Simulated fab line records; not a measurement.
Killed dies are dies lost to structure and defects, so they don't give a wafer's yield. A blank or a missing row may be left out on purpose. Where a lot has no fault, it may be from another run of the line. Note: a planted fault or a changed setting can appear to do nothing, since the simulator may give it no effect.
Chamber matching | flow nand-harc | NHARC_A_STAIRCASE_STRIP_476 on rie-diel-03 has 4 sister chambers
The step strips in O2, time 20 s. 4 wafers are shown with their chamber, then 11 later ones without.

WAFERS WITH THEIR CHAMBER
wafer  | chamber | showerhead-plenum-p-Torr (Torr)
L086.1 | 2       | 3.29
L086.2 | 0       | 3.40
L086.4 | 3       | 3.65
L088.1 | 1       | 3.41

WAFERS WHOSE CHAMBER IS MISSING
wafer  | showerhead-plenum-p-Torr (Torr)
L088.3 | 3.29
L088.4 | 3.65
L087.2 | 3.41
L087.3 | 3.29
L087.4 | 3.65
L089.2 | 3.41
L089.4 | 3.65
L089.6 | 3.41
L097.2 | 3.64
L097.4 | 3.39
L097.5 | 3.41

WHICH CHAMBER EACH ONE RAN IN
wafer  | from the rows above | in truth
L088.3 | 2                   | 2
L088.4 | 3                   | 3
L087.2 | 1                   | 1
L087.3 | 2                   | 2
L087.4 | 3                   | 3
L089.2 | 1                   | 1
L089.4 | 3                   | 3
L089.6 | 1                   | 1
L097.2 | 3                   | 3
L097.4 | 0                   | 0
L097.5 | 1                   | 1
Correct placement for 11 of the 11. Can't be placed from these rows: 0. Placed wrongly: 0.
How it was worked out, from the rows above alone: a wafer's distance from a chamber is the root of the sum, over the readings, of the square of ((its reading less the chamber's mean) divided by the reading's scatter). If the next closest chamber is less than 2 further off than the closest, the wafer can't be placed; otherwise it belongs to the closest. Each chamber's mean is taken over the wafers shown for it. The scatter: root of mean squared gap, hidden wafer to nearest shown wafer, with one shown wafer a chamber.
